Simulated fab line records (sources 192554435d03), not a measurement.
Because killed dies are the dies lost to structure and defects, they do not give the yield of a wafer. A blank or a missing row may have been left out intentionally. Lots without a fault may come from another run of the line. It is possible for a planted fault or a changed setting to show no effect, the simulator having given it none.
Chamber matching -- flow n5-finfet -- N5_BEOL_M6_ALD_77 on ald-metal-01 has 4 sister chambers
The step deposits TaN, target thk 2 nm, pulse time 2 s, purge time 3 s. 8 wafers are shown with their chamber, then 10 later ones without.

WAFERS PAIRED WITH THEIR CHAMBERS
wafer,chamber,heater-power-w (W),susceptor-temp-C (C)
L080.6,3,442,274.92
L081.3,1,428,274.80
L082.1,1,425,274.99
L084.1,0,347,275.05
L084.2,2,431,275.44
L084.6,3,451,274.80
L085.2,2,422,274.91
L085.3,0,362,275.04

WAFERS WHOSE CHAMBER IS MISSING
wafer,heater-power-w (W),susceptor-temp-C (C)
L085.6,450,275.12
L089.2,352,275.15
L089.3,419,274.98
L089.4,457,275.02
L093.1,447,275.08
L093.2,335,274.92
L093.4,418,274.96
L095.2,431,275.00
L095.3,457,275.30
L095.4,351,275.14

THE CHAMBER EACH PASSED THROUGH
wafer,from the rows above,in truth
L085.6,can't be placed: 3 or 2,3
L089.2,0,0
L089.3,can't be placed: 1 or 2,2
L089.4,3,3
L093.1,can't be placed: 3 or 2 or 1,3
L093.2,0,0
L093.4,can't be placed: 1 or 2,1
L095.2,can't be placed: 1 or 2 or 3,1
L095.3,can't be placed: 3 or 2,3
L095.4,0,0
Placed correctly: 4 of 10. Unplaceable from these rows: 6, with the true chamber sitting among the candidates in 6. Placed wrongly: 0.
How it was worked out, from the rows above alone: a wafer's distance from a chamber is the root of the sum, over the readings, of the square of ((its reading less the chamber's mean) divided by the reading's scatter). The wafer belongs to the nearest chamber; if the next one is less than 2 further off, it can't be placed. The mean given for a chamber averages the wafers shown for that chamber. The scatter: take each reading less its chamber's mean, square it, sum over the shown wafers, divide by the number of wafers less the number of chambers, and take the root.
